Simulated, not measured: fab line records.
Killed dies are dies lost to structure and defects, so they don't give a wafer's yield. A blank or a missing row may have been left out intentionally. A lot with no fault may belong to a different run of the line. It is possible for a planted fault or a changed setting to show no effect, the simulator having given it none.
fab line records	flow nand-harc	part 2 of 2: steps 5 to 6 of 6
[record] lots = 22	wafers = 66	last-day = 26
route steps=1159 shown A_STAIRCASE@533
lots with no fault: from the same line, run without faults
start-h: hours from the record's first day to the start of the lot's first wafer shown	wait-h: time in hours since the lot's previous step	" same as the row above	L1.1+2: a row that stands for several wafers	- no value, or no start given	* or withheld: withheld	< > ~ a bound
route shown NAME@n: a module of which the file shows steps, and the number in the route of the first	usual: mean/standard deviation of fault-free wafers	same: alike in all rows	chamber/n: place in a boat	sites: the reading at each site	_std_site: how widely they spread, as a standard deviation	_edge_site: inner sites' mean taken away from outer sites' mean	radius-mm: for every site, how far away it sits from the centre of the wafer	mask NAME#n: copy n	behind: the tool/chamber that last shaped the wafer	hold: the reason the lot was held/the length of the hold in hours/how it ended	device: which transistor (n, p or np) failed to switch	end of line: tests of these same wafers at the route's end	for a step that has no rows: nothing shown but its recipe	killed: dies that structure and defects cost at the first sort, which is not the same as the wafer's yield	map: per-die view of a wafer (x killed, . not killed, _ where there is no die)
set.NAME: the setting the step ran with; set.NAME@STEP: the setting that earlier step ran with	model.NAME: the simulator's own value behind a step, which no gauge read
one table for each step of the route and one row for each wafer, over a sample of lots
services: when a tool's chamber went out of use (start-h, in hours from the record's first day, below 0 if earlier), for how many hours, and the reason
[[steps]]
[step NHARC_A_STAIRCASE_TRIM_187]
[recipe] time-s = 211.2	o2-flow-sccm = 500	ar-flow-sccm = 0	bias-w = 0	chemistry = O2
[usual] drypump-motor-current-A = 5.6/0.53	o2-flow-sccm = 500.0/1.5	oes-product-au = 0.997/0.0076	rf-vpp-V = 57.8/1	showerhead-plenum-p-Torr = 3.51/0.17	throttle-valve-pct = 17.036/0.0099
[same] bias-w = 0
lot.wafer	tool	chamber	start-h	wait-h	drypump-motor-current-A	o2-flow-sccm	oes-product-au	rf-hours-counter-h	rf-vpp-V	showerhead-plenum-p-Torr	throttle-valve-pct
L074.3	rie-diel-12	0	245.41	0.1	6.4	497.9	1.001	12	57.4	3.41	17.029
L074.4	"	2	"	"	5.2	498.1	1.010	11	56.0	3.31	17.027
L074.5	"	0	"	"	6.4	500.2	1.009	-	58.2	3.41	17.024
L075.1	rie-diel-08	2	258.01	0.1	4.9	501.9	0.990	48	58.8	3.71	17.051
L075.3	"	1	"	"	5.4	498.7	1.002	48	57.2	3.63	17.043
L075.6	"	2	"	"	4.9	500.6	1.000	-	58.3	3.71	17.047
L077.1	rie-diel-11	0	267.66	0.3	5.9	500.6	0.993	23	56.6	3.32	17.037
L077.3	"	1	"	"	6.4	501.1	0.988	23	57.5	3.46	17.030
L077.5	"	0	"	"	5.9	501.1	0.988	-	57.0	3.32	17.029
L079.2	rie-diel-08	0	273.80	0.1	5.7	498.8	1.008	51	57.3	3.27	17.038
L079.1	"	1	"	"	5.4	502.3	1.007	55	58.2	3.63	17.031
L079.6	"	1	"	"	5.4	500.2	1.002	-	59.8	3.63	17.055
L081.2	rie-diel-08	0	292.34	0.3	5.7	499.3	1.012	57	57.1	3.27	17.042
L081.4	"	1	"	"	5.4	500.3	1.005	61	56.9	3.63	17.059
L081.3	"	2	"	"	4.9	499.4	0.985	59	58.9	3.70	17.043
L080.4	rie-diel-12	1	292.48	0.1	6.0	500.6	1.001	29	57.5	3.69	17.050
L080.1	"	3	"	"	6.1	500.7	0.994	30	58.6	3.67	17.043
L080.5	"	1	"	"	6.0	500.4	0.997	-	57.5	3.69	17.026
L082.2	rie-diel-11	2	295.63	0.1	6.0	501.0	1.003	34	58.0	3.49	17.047
L082.3	"	1	"	"	6.4	500.6	1.002	32	58.5	3.45	17.039
L082.6	"	2	"	"	6.0	502.2	1.006	-	56.6	3.49	17.058
L083.2	rie-diel-08	0	295.98	0.1	5.7	499.4	1.007	59	56.0	3.26	17.044
L083.4	"	1	"	"	5.4	497.3	0.999	63	57.9	3.63	17.028
L083.5	"	1	"	"	5.4	498.1	0.998	-	59.5	3.63	17.039
L084.4	rie-diel-08	0	340.24	0.1	5.7	496.8	0.995	5	58.8	3.81	17.040
L084.2	"	1	"	"	5.4	501.9	1.005	1	58.8	3.62	17.027
L084.6	"	1	"	"	5.4	502.0	0.997	-	58.8	3.62	17.044
L085.4	rie-diel-11	0	340.53	0.1	5.9	499.7	0.996	46	56.7	3.31	17.038
L085.3	"	1	"	"	6.4	498.6	1.001	43	57.6	3.45	17.047
L085.5	"	1	"	"	6.4	499.3	0.998	-	56.9	3.45	17.037
L088.1	rie-diel-11	3	346.46	0.1	4.8	501.2	0.994	49	57.6	3.35	17.024
L088.3	"	1	"	"	6.4	499.0	0.985	44	56.5	3.45	17.047
L088.6	"	0	"	"	5.9	499.5	0.980	-	58.3	3.31	17.042
L091.2	rie-diel-11	0	350.27	0.1	5.9	500.2	0.977	48	55.8	3.31	17.046
L091.3	"	1	"	"	6.4	495.4	0.978	45	56.9	3.45	17.038
L091.4	"	3	"	"	4.8	500.9	0.990	50	57.8	3.35	17.042
L087.2	rie-diel-12	1	355.64	0.1	6.0	499.1	0.984	41	57.3	3.69	17.040
L087.3	"	2	"	"	5.2	500.6	0.994	38	57.0	3.30	17.032
L087.5	"	1	"	"	6.0	499.6	0.991	-	57.5	3.69	17.044
L089.3	rie-diel-11	2	359.05	0.1	6.0	498.4	0.989	49	56.7	3.48	17.028
L089.2	"	0	"	"	5.9	499.4	0.989	50	57.5	3.31	17.043
L089.4	"	0	"	"	5.9	500.8	0.987	-	58.0	3.31	17.057
L092.2	rie-diel-11	1	366.21	0.1	6.4	500.6	0.996	50	56.7	3.45	17.039
L092.4	"	2	"	"	6.0	499.0	0.996	53	58.0	3.48	17.043
L092.5	"	2	"	"	6.0	499.0	0.988	-	56.0	3.48	17.049
L086.1	rie-diel-08	0	369.21	0.1	5.7	502.1	1.008	16	57.9	3.80	17.043
L086.2	"	2	"	"	4.9	502.9	0.999	16	58.1	3.69	17.031
L086.6	"	1	"	"	5.4	500.6	1.001	-	57.6	3.62	17.036
L090.1	rie-diel-08	2	371.69	0.3	4.9	498.0	1.005	17	58.0	3.69	17.041
L090.2	"	0	"	"	5.7	500.7	0.993	18	58.9	3.80	17.025
L090.5	"	2	"	"	4.9	498.9	1.003	-	58.4	3.69	17.041
L094.2	rie-diel-08	3	376.10	0.1	5.1	502.6	0.998	20	57.8	3.39	17.041
L094.3	"	0	"	"	5.7	500.0	0.992	21	59.5	3.80	17.048
L094.1	"	2	"	"	4.9	498.6	1.002	20	58.3	3.69	17.046
L093.3	rie-diel-08	1	379.64	0.1	5.4	501.2	1.006	18	58.1	3.61	17.044
L093.4	"	3	"	"	5.1	500.6	1.007	21	56.2	3.39	17.060
L093.6	"	0	"	"	5.7	499.1	0.986	-	59.4	3.80	17.029
L095.1	rie-diel-11	3	380.53	0.1	4.8	498.5	0.994	1	57.0	3.35	17.028
L095.4	"	2	"	"	6.0	500.3	0.995	1	58.3	3.48	17.041
L095.5	"	0	"	"	6.0	500.3	0.997	-	57.6	3.30	17.028
L096.2	rie-diel-08	1	386.69	0.3	5.4	499.2	1.004	22	57.8	3.61	17.031
L096.1	"	2	"	"	4.8	501.2	1.009	25	59.3	3.69	17.029
L096.4	"	2	"	"	4.9	501.1	1.006	-	58.3	3.69	17.024
L097.3	rie-diel-08	0	393.87	0.2	5.7	499.7	1.001	30	59.7	3.79	17.031
L097.2	"	2	"	"	4.9	498.8	1.002	29	57.6	3.68	17.048
L097.5	"	2	"	"	4.9	496.7	1.011	-	60.0	3.68	17.016
[step NHARC_A_STAIRCASE_ETCH_199]
[recipe] target-depth-a = 1000	time-s = 40.5	ion-energy-ev = 400	c4f8-flow-sccm = 20	o2-flow-sccm = 10	ar-flow-sccm = withheld	rf-w = 600	bias-w = 1000	chemistry = C4F8/O2
[usual] bias-w = 1000/3	oes-product-au = 0.939/0.011	rf-vpp-V = 895/6.1
lot.wafer	tool	chamber	start-h	wait-h	bias-w	oes-product-au	rf-hours-counter-h	rf-vpp-V
L074.3	rie-diel-12	1	-	-	1000	0.940	10	903
L074.4	"	2	"	"	1000	0.956	12	888
L074.5	"	1	"	"	998	0.957	-	904
L075.3	rie-diel-08	0	-	-	998	0.946	46	886
L075.1	"	1	"	"	1005	0.940	49	900
L075.6	"	1	"	"	1006	0.937	-	899
L077.1	rie-diel-11	3	-	-	996	0.952	26	889
L077.3	"	0	"	"	997	0.951	24	888
L077.5	"	3	"	"	1000	0.943	-	890
L079.1	rie-diel-08	2	-	-	997	0.953	54	900
L079.2	"	1	"	"	995	0.944	55	900
L079.6	"	2	"	"	1002	0.946	-	902
L080.1	rie-diel-08	2	-	-	1002	0.943	60	903
L080.4	"	3	"	"	1001	0.947	57	892
L080.5	"	2	"	"	1000	0.933	-	902
L081.3	rie-diel-12	1	-	-	998	0.933	29	902
L081.4	"	2	"	"	1000	0.921	21	887
L081.2	"	3	"	"	1008	0.924	31	901
L082.3	rie-diel-11	3	-	-	1001	0.927	38	890
L082.2	"	0	"	"	1002	0.918	35	889
L082.6	"	3	"	"	1000	0.932	-	889
L083.4	rie-diel-08	1	-	-	1004	0.946	64	899
L083.2	"	0	"	"	999	0.934	60	887
L083.5	"	2	"	"	1003	0.952	-	900
L084.4	rie-diel-12	3	-	-	1001	0.942	44	901
L084.2	"	1	"	"	998	0.935	37	903
L084.6	"	3	"	"	1001	0.934	-	900
L085.3	rie-diel-08	3	-	-	1000	0.951	6	891
L085.4	"	1	"	"	1001	0.965	2	899
L085.5	"	3	"	"	1000	0.947	-	891
L088.1	rie-diel-11	0	-	-	1001	0.931	48	889
L088.3	"	2	"	"	1004	0.923	46	894
L088.6	"	3	"	"	1000	0.943	-	889
L091.3	rie-diel-12	0	-	-	1001	0.939	47	890
L091.4	"	1	"	"	996	0.931	41	903
L091.2	"	2	"	"	1000	0.937	37	887
L087.3	rie-diel-08	2	-	-	1000	0.963	12	901
L087.2	"	3	"	"	1008	0.934	11	890
L087.5	"	1	"	"	1003	0.968	-	901
L089.4	rie-diel-11	3	-	-	1004	0.936	52	890
L089.3	"	0	"	"	1001	0.942	50	887
L089.2	"	1	"	"	996	0.954	48	894
L092.4	rie-diel-12	1	-	-	1003	0.948	46	903
L092.2	"	3	"	"	999	0.940	54	900
L092.5	"	0	"	"	999	0.932	-	890
L086.1	rie-diel-08	1	-	-	993	0.932	13	899
L086.2	"	2	"	"	995	0.926	17	903
L086.6	"	0	"	"	1000	0.916	-	907
L090.1	rie-diel-12	2	-	-	1003	0.956	45	887
L090.2	"	1	"	"	1001	0.953	49	901
L090.5	"	3	"	"	1001	0.937	-	902
L094.1	rie-diel-08	2	-	-	998	0.945	22	901
L094.2	"	3	"	"	1001	0.931	21	891
L094.3	"	0	"	"	1002	0.926	22	904
L093.4	rie-diel-11	1	-	-	1000	0.933	1	894
L093.3	"	2	"	"	998	0.921	1	893
L093.6	"	1	"	"	1006	0.941	-	893
L095.1	rie-diel-11	0	-	-	1003	0.941	2	887
L095.4	"	1	"	"	1002	0.940	2	893
L095.5	"	3	"	"	1002	0.936	-	889
L096.2	rie-diel-08	0	-	-	1003	0.933	27	906
L096.1	"	1	"	"	1003	0.939	23	899
L096.4	"	1	"	"	997	0.952	-	899
L097.2	rie-diel-11	0	-	-	999	0.963	8	886
L097.3	"	1	"	"	1001	0.956	9	894
L097.5	"	3	"	"	998	0.931	-	890
[[services]]
tool	chamber	start-h	hours	kind
rie-diel-11	0	224.72	-	clean
rie-diel-11	1	224.72	-	clean
rie-diel-11	2	224.72	-	clean
rie-diel-11	3	224.72	-	clean
rie-diel-12	0	237.18	-	clean
rie-diel-12	1	237.18	-	clean
rie-diel-12	2	237.18	-	clean
rie-diel-12	3	237.18	-	clean
plasma-asher-01	-	247.79	0.9	repair
rie-diel-11	0	249.25	-	clean
rie-diel-11	1	249.25	-	clean
rie-diel-11	2	249.25	-	clean
rie-diel-08	3	254.88	4.5	repair
rie-diel-12	2	260.83	21.4	repair
plasma-asher-01	-	265.15	0.4	repair
plasma-asher-02	-	268.17	20.3	repair
rie-diel-11	2	274.75	2.8	repair
plasma-asher-01	-	276.18	9.0	pm
rie-diel-08	-	303.12	9.0	pm
rie-diel-11	3	355.72	3.5	repair
plasma-asher-02	-	360.54	9.0	pm
rie-diel-11	-	368.08	9.0	pm
rie-diel-08	3	368.91	2.4	repair
rie-diel-12	-	380.27	9.0	pm
